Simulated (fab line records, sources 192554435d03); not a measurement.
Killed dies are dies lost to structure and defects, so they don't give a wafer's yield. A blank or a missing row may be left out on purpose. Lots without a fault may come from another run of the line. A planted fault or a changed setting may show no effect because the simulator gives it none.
fab line records | flow n5_finfet
record lots=11 wafers=33 last_day=17
route steps=1938 shown TV_LITHO@1885 TV_OPEN@1890 PASSIVATION@1925 END@1938
lots that met no fault: from a run of the same line without faults
start_h: hours from the record's first day to the start of the lot's first wafer shown | wait_h: hours since the lot's step before | " the same as in the row above | L1.1+2: a row that stands for several wafers | - no value, or no start given | * or withheld: withheld | < > ~ a bound
route shown NAME@n: a module of which the file shows steps, and the number in the route of the first | usual: mean/standard deviation of fault-free wafers | same: alike in all rows | chamber/n: place in a boat | sites: the reading at each site | _std_site: their standard deviation | _edge_site: outer sites' mean less inner sites' | radius_mm: how far each site lies from the wafer's centre | mask NAME#n: copy n | behind: the tool/chamber that last shaped the wafer | hold: why the lot was held/for how many hours/how that ended | device: the transistor (n, p or np) that didn't switch | end of line: the same wafers' tests at the end of the route | a step without rows: its recipe alone | killed: dies lost to structure and defects at the first sort, not the wafer's yield | map: a wafer's dies, x killed, . not, _ none there
set.NAME: the setting as run; set.NAME@STEP: as run at that earlier step | model.NAME: the simulator's own value behind a step, which no gauge read
steps of the route over a sample of lots; a table a step, a row a wafer
services: from which hour (start_h, from the record's first day; less than 0 if before it) a tool's chamber was out of use, for how many hours, and why
## steps
# step N5_PASSIVATION_INSPECT_61
# recipe mode=adi inspect_instrument=macro
# usual raw_defect_count=2.0/1.3
# columns lot.wafer tool chamber start_h wait_h raw_defect_count
L424.1 defect_inspect-01 - 264.64 0.0 2
L424.2 " - " " 1
L424.3 " - " " 0
L427.3 defect_inspect-02 - 274.52 0.0 1
L427.4 " - " " 1
L427.6 " - " " 5
L425.3 defect_inspect-01 - 281.02 0.0 1
L425.4 " - " " 1
L425.6 " - " " 3
L428.2 defect_inspect-02 - 285.52 0.0 3
L428.4 " - " " 1
L428.5 " - " " 1
L433.1 defect_inspect-01 - 311.21 0.0 2
L433.2 " - " " 7
L433.5 " - " " 4
L437.1 defect_inspect-02 - 344.03 0.0 1
L437.2 " - " " 2
L437.6 " - " " 3
L434.1 defect_inspect-01 - 352.20 0.0 3
L434.5 " - " " 4
L434.6 " - " " 3
L439.3 defect_inspect-02 - 352.50 0.0 1
L439.4 " - " " 0
L439.5 " - " " 1
L441.1 defect_inspect-01 - 367.24 0.0 2
L441.3 " - " " 4
L441.4 " - " " 1
L442.2 defect_inspect-01 - 379.53 0.0 3
L442.5 " - " " 4
L442.6 " - " " 1
L446.1 defect_inspect-01 - 388.32 0.0 2
L446.2 " - " " 1
L446.4 " - " " 4
# step N5_PASSIVATION_ETCH_15
# recipe chemistry=CF4/N2 target=SiCN target_depth_a=750 taper_deg=2 time_s=81.2 ion_energy_ev=150 mask_material=SiNx pressure_mtorr=40 source_w=430 bias_w=70 Ar_flow_sccm=100 cf4_flow_sccm=60 n2_flow_sccm=60
# usual drypump_motor_current_A=5.7/0.39 n2_flow_sccm=59.99/0.19 oes_product_au=0.81/0.092 rf_vpp_V=382.6/2.1 showerhead_plenum_p_Torr=2.22/0.077 throttle_valve_pct=15.35/0.23
# columns lot.wafer tool chamber start_h wait_h drypump_motor_current_A n2_flow_sccm oes_product_au rf_hours_counter_h rf_vpp_V showerhead_plenum_p_Torr throttle_valve_pct
L424.1 rie_diel-03 0 - - 5.3 59.94 0.81 86 385.4 2.33 15.11
L424.2 " 2 " " 5.2 60.38 0.72 189 379.7 2.11 15.18
L424.3 " 3 " " 5.9 60.02 0.97 5 384.4 2.27 15.39
L427.3 rie_diel-06 1 - - 5.9 59.97 0.84 67 383.2 2.23 14.94
L427.4 " 0 " " 5.8 60.22 0.86 66 380.6 2.14 15.44
L427.6 " 1 " " 5.9 60.09 0.83 - 382.6 2.23 14.95
L425.3 rie_diel-06 2 - - 5.3 60.24 0.69 241 381.4 2.19 15.89
L425.4 " 1 " " 5.9 59.77 0.83 70 383.3 2.23 14.95
L425.6 " 2 " " 5.2 59.92 0.68 - 380.7 2.19 15.88
L428.2 rie_diel-03 0 - - 5.2 60.02 0.79 93 385.3 2.33 15.13
L428.4 " 2 " " 5.2 60.12 0.72 197 380.2 2.10 15.16
L428.5 " 1 " " 6.0 59.86 0.75 - 385.0 2.31 15.08
L433.1 rie_diel-03 0 - - 5.2 60.06 0.78 100 383.6 2.33 15.14
L433.2 " 2 " " 5.2 59.65 0.72 203 378.8 2.10 15.18
L433.5 " 0 " " 5.2 60.05 0.79 - 385.9 2.33 15.15
L437.1 rie_diel-06 1 - - 5.9 60.02 0.80 92 384.8 2.22 15.00
L437.2 " 2 " " 5.2 60.01 0.95 8 379.9 2.18 15.42
L437.6 " 0 " " 5.8 59.84 0.84 - 380.8 2.13 15.49
L434.1 rie_diel-01 2 - - 6.1 59.78 0.96 11 387.0 2.34 15.20
L434.5 " 0 " " 5.3 60.23 0.68 - 382.9 2.26 15.61
L434.6 " 1 " " 5.8 59.92 0.69 - 382.0 2.18 15.48
L439.3 rie_diel-03 0 - - 5.2 59.87 0.77 113 384.8 2.32 15.17
L439.4 " 1 " " 6.0 59.88 0.73 134 385.0 2.30 15.11
L439.5 " 2 " " 5.2 59.71 0.71 - 379.4 2.10 15.20
L441.1 rie_diel-01 2 - - 6.1 60.29 0.94 16 385.1 2.34 15.20
L441.3 " 3 " " 6.2 60.07 0.82 103 381.1 2.14 15.30
L441.4 " 1 " " 5.8 60.10 0.69 249 381.5 2.18 15.48
L442.2 rie_diel-01 3 - - 6.3 59.85 0.81 108 378.5 2.14 15.31
L442.5 " 2 " " 6.1 59.89 0.93 - 384.9 2.34 15.20
L442.6 " 0 " " 5.2 60.12 0.67 - 383.3 2.25 15.63
L446.1 rie_diel-01 0 - - 5.2 60.10 0.66 245 382.8 2.25 15.62
L446.2 " 3 " " 6.3 59.87 0.80 112 380.9 2.14 15.31
L446.4 " 1 " " 5.8 59.81 1.03 0 381.2 2.18 15.00
# step N5_PASSIVATION_CD_MEAS_44
# recipe target_cd_nm=40000 landing_energy_ev=500 detector=se_inlens
# usual cd_nm=39998/3.7
# columns lot.wafer tool chamber start_h wait_h cd_nm
L424.1 cd_sem-03 0 268.98 - 39998
L424.2 " 0 " " 40005
L424.3 " 0 " " 40002
L427.3 cd_sem-01 0 277.93 - 39997
L427.4 " 0 " " 40002
L427.6 " 0 " " 40003
L425.3 cd_sem-02 0 284.80 - 39997
L425.4 " 0 " " 39995
L425.6 " 0 " " 39994
L428.2 cd_sem-01 0 289.99 - 40005
L428.4 " 0 " " 39996
L428.5 " 0 " " 39998
L433.1 cd_sem-02 0 315.18 - 39996
L433.2 " 0 " " 40003
L433.5 " 0 " " 39997
L437.1 cd_sem-03 0 348.13 - 39993
L437.2 " 0 " " 39996
L437.6 " 0 " " 39997
L434.1 cd_sem-01 0 356.02 - 40001
L434.5 " 0 " " 39999
L434.6 " 0 " " 39998
L439.3 cd_sem-01 0 356.75 - 39998
L439.4 " 0 " " 39997
L439.5 " 0 " " 39998
L441.1 cd_sem-01 0 371.20 - 39994
L441.3 " 0 " " 39998
L441.4 " 0 " " 39997
L442.2 cd_sem-01 0 383.58 - 40001
L442.5 " 0 " " 39994
L442.6 " 0 " " 39998
L446.1 cd_sem-01 0 392.43 - 39994
L446.2 " 0 " " 39996
L446.4 " 0 " " 40000
# step N5_PASSIVATION_CLEAN_71
# recipe chemistry=IPA time_s=180 temp_c=25
# usual temp_c=24.99/0.1
# columns lot.wafer tool chamber start_h wait_h temp_c
L424.1 wet_bench-01 7 270.02 0.0 24.97
L424.2 " 4 " " 24.90
L424.3 " 1 " " 25.01
L427.3 wet_bench-01 7 279.26 0.0 24.92
L427.4 " 6 " " 25.07
L427.6 " 4 " " 25.07
L425.3 wet_bench-05 7 286.18 0.0 25.00
L425.4 " 5 " " 24.85
L425.6 " 2 " " 25.11
L428.2 wet_bench-01 7 291.06 0.0 25.00
L428.4 " 2 " " 25.02
L428.5 " 4 " " 24.97
L433.1 wet_bench-05 3 316.22 0.0 25.03
L433.2 " 7 " " 25.08
L433.5 " 6 " " 24.92
L437.1 wet_bench-06 4 349.28 0.0 24.97
L437.2 " 0 " " 25.03
L437.6 " 5 " " 25.15
L434.1 wet_bench-06 0 357.06 0.0 24.94
L434.5 " 7 " " 25.08
L434.6 " 5 " " 24.95
L439.3 wet_bench-05 1 358.01 0.0 25.07
L439.4 " 4 " " 24.83
L439.5 " 3 " " 25.16
L441.1 wet_bench-01 0 372.35 0.0 24.92
L441.3 " 1 " " 25.29
L441.4 " 3 " " 25.01
L442.2 wet_bench-05 1 384.62 0.0 25.04
L442.5 " 7 " " 25.04
L442.6 " 0 " " 24.85
L446.1 wet_bench-01 0 393.67 0.0 24.93
L446.2 " 7 " " 25.05
L446.4 " 6 " " 24.85
# step N5_PASSIVATION_PROBE_49
# usual defect_limited_yield=91.7/1.5 killed_at_M0_to_M3=32/9.6 killed_at_M4_up=13/5.3 killed_at_contacts=12/6.8 killed_at_front_end=36/9.8 killed_at_other=4/3.1 killed_dies=98/17 killed_open=65/13 killed_short=32/8.5 sort_bin_5_function=4.9/0.93 sort_bin_6_memory=3.2/0.67 sort_n_pass=1082/17 sort_yield_pct=91.7/1.4
# same gross_dies=1180 killed_at_back_side=0 sort_bin_4_leakage[%]=0 sort_bin_8_speed[%]=0
# columns lot.wafer tool chamber start_h wait_h defect_limited_yield[%] killed_at_M0_to_M3 killed_at_M4_up killed_at_contacts killed_at_front_end killed_at_other killed_dies killed_open killed_short sort_bin_5_function[%] sort_bin_6_memory[%] sort_n_pass sort_yield_pct[%]
L427.3 prober-02 - 281.45 0.1 93.6 23 10 9 31 3 76 49 26 3.1 2.9 1104 93.6
L427.4 prober-02 - 281.50 0.2 92.6 22 14 10 39 2 87 48 38 4.3 2.9 1093 92.6
L427.6 prober-02 - 281.60 0.3 92.0 24 13 3 49 5 94 58 34 4.7 3.1 1086 92.0
L434.1 prober-02 - 359.15 0.0 92.2 36 6 6 38 6 92 52 38 3.7 3.6 1088 92.2
L434.5 prober-02 - 359.35 0.2 91.8 32 16 14 33 2 97 58 39 4.8 3.1 1083 91.8
L434.6 prober-02 - 359.40 0.3 79.4 29 16 15 38 145 243 66 32 12.7 4.3 937 79.4
# killed by level:class
L427.3 FIN_SAQP:geometric_particle:short=10 MOL_CONTACT_COAG:geometric_particle:open=9 GATE_CUT:geometric_particle:short=7 BEOL_M1:geometric_particle:open=7 FIN_SAQP:geometric_particle:open=5 BEOL_M4:geometric_particle:open=5 BEOL_M0_SAQP:geometric_particle:open=4 BEOL_M2:geometric_particle:open=4
L427.4 FIN_SAQP:geometric_particle:short=13 MOL_CONTACT_COAG:geometric_particle:open=8 FIN_SAQP:geometric_particle:open=6 STI_FIN_REVEAL:geometric_particle:open=6 BEOL_M0_SAQP:geometric_particle:short=5 BEOL_M1:geometric_particle:open=5 BEOL_M2:geometric_particle:open=5 STI_FIN_REVEAL:geometric_particle:short=3
L427.6 FIN_SAQP:geometric_particle:open=10 GATE_CUT:geometric_particle:short=7 BEOL_M1:geometric_particle:open=6 BEOL_M0_SAQP:geometric_particle:open=5 STARTING-WAFER:geometric_particle:open=5 FIN_SAQP:geometric_particle:short=4 DUMMY_GATE:geometric_particle:open=4 GATE_CUT:geometric_particle:open=4
L434.1 BEOL_M0_SAQP:geometric_particle:open=13 FIN_SAQP:geometric_particle:short=9 BEOL_M0_SAQP:geometric_particle:short=9 FIN_SAQP:geometric_particle:open=7 STI_FIN_REVEAL:geometric_particle:open=7 GATE_CUT:geometric_particle:short=7 MOL_CONTACT_COAG:geometric_particle:open=6 BEOL_M0:geometric_particle:open=4
L434.5 MOL_CONTACT_COAG:geometric_particle:open=10 BEOL_M0_SAQP:geometric_particle:short=7 BEOL_M4:geometric_particle:open=7 FIN_SAQP:geometric_particle:short=6 BEOL_M0:geometric_particle:open=6 GATE_CUT:geometric_particle:open=6 FIN_SAQP:geometric_particle:open=5 BEOL_M0_SAQP:geometric_particle:open=5
L434.6 PASSIVATION:unspecified=139 MOL_CONTACT_COAG:geometric_particle:open=13 BEOL_M4:geometric_particle:open=10 BEOL_M2:geometric_particle:open=9 GATE_CUT:geometric_particle:open=7 GATE_CUT:geometric_particle:short=6 HKMG_FIN:area_etch=6 BEOL_M0:geometric_particle:open=5
# step N5_PASSIVATION_INSPECT_57
# recipe inspect_instrument=macro mode=outgoing
# usual raw_defect_count=1.9/1.5
# columns lot.wafer tool chamber start_h wait_h raw_defect_count
L424.1 defect_inspect-02 - 272.47 0.0 7
L424.2 " - " " 4
L424.3 " - " " 2
L427.3 defect_inspect-01 - 281.71 0.0 1
L427.4 " - " " 6
L427.6 " - " " 0
L425.3 defect_inspect-02 - 288.62 0.0 1
L425.4 " - " " 2
L425.6 " - " " 2
L428.2 defect_inspect-01 - 293.50 0.0 1
L428.4 " - " " 2
L428.5 " - " " 1
L433.1 defect_inspect-02 - 318.67 0.0 2
L433.2 " - " " 3
L433.5 " - " " 1
L437.1 defect_inspect-01 - 351.74 0.0 0
L437.2 " - " " 0
L437.6 " - " " 2
L434.1 defect_inspect-01 - 359.50 0.0 3
L434.5 " - " " 1
L434.6 " - " " >300
L439.3 defect_inspect-01 - 361.35 0.0 1
L439.4 " - " " 4
L439.5 " - " " 3
L441.1 defect_inspect-01 - 374.79 0.0 3
L441.3 " - " " 0
L441.4 " - " " 1
L442.2 defect_inspect-01 - 387.06 0.0 2
L442.5 " - " " 2
L442.6 " - " " 1
L446.1 defect_inspect-01 - 396.13 0.0 2
L446.2 " - " " 1
L446.4 " - " " 2
## services
# columns tool chamber start_h hours kind
rie_diel-06 3 248.87 4.0 repair
wet_bench-06 - 256.14 4.4 pm
rie_diel-01 1 271.31 18.5 repair
wet_bench-06 - 282.13 0.8 repair
rie_diel-01 2 282.41 8.8 repair
wet_bench-06 - 284.40 2.3 repair
wet_bench-01 - 285.59 1.9 pm
rie_diel-01 2 291.30 - clean
rie_diel-01 2 291.30 - consumable_replace:focus_ring
rie_diel-01 2 291.30 - consumable_replace:showerhead
rie_diel-01 2 291.30 21.6 scheduled_down
rie_diel-01 2 291.30 21.6 vent_cycle
rie_diel-06 2 303.58 - clean
rie_diel-06 2 303.58 - consumable_replace:focus_ring
rie_diel-06 2 303.58 16.4 scheduled_down
rie_diel-06 2 303.58 16.4 vent_cycle
rie_diel-01 - 346.57 2.8 pm
rie_diel-06 - 363.32 2.8 pm
rie_diel-03 - 366.81 2.8 pm
rie_diel-01 1 369.50 - clean
rie_diel-01 1 369.50 - consumable_replace:focus_ring
rie_diel-01 1 369.50 18.0 scheduled_down
rie_diel-01 1 369.50 18.0 vent_cycle
## key
first_sign step=N5_PASSIVATION_PROBE_49 reading=killed_at_other direction=up sigmas=45 usual=4 struck=145
effect step=N5_PASSIVATION_PROBE_49 reading=defect_limited_yield direction=down sigmas=8.4 usual=91.7 struck=79.4
effect step=N5_PASSIVATION_INSPECT_57 reading=raw_defect_count direction=up sigmas=99+ usual=1.9 struck=>300
more_kills_born_at N5_PASSIVATION_CLEAN_71@wet_bench-06=139
met_at N5_PASSIVATION_CLEAN_71
struck_lots L434
struck_wafers L434.6
not_acting_at N5_PASSIVATION_INSPECT_61,N5_PASSIVATION_ETCH_15,N5_PASSIVATION_CD_MEAS_44
onset_between 349.28 357.06
fault kind=chamber_particle_source tool=wet_bench-06 chamber=5 onset_h=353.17 steps=N5_PASSIVATION_CLEAN_71 rate_per_visit_cm2=1.2592 end_h=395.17
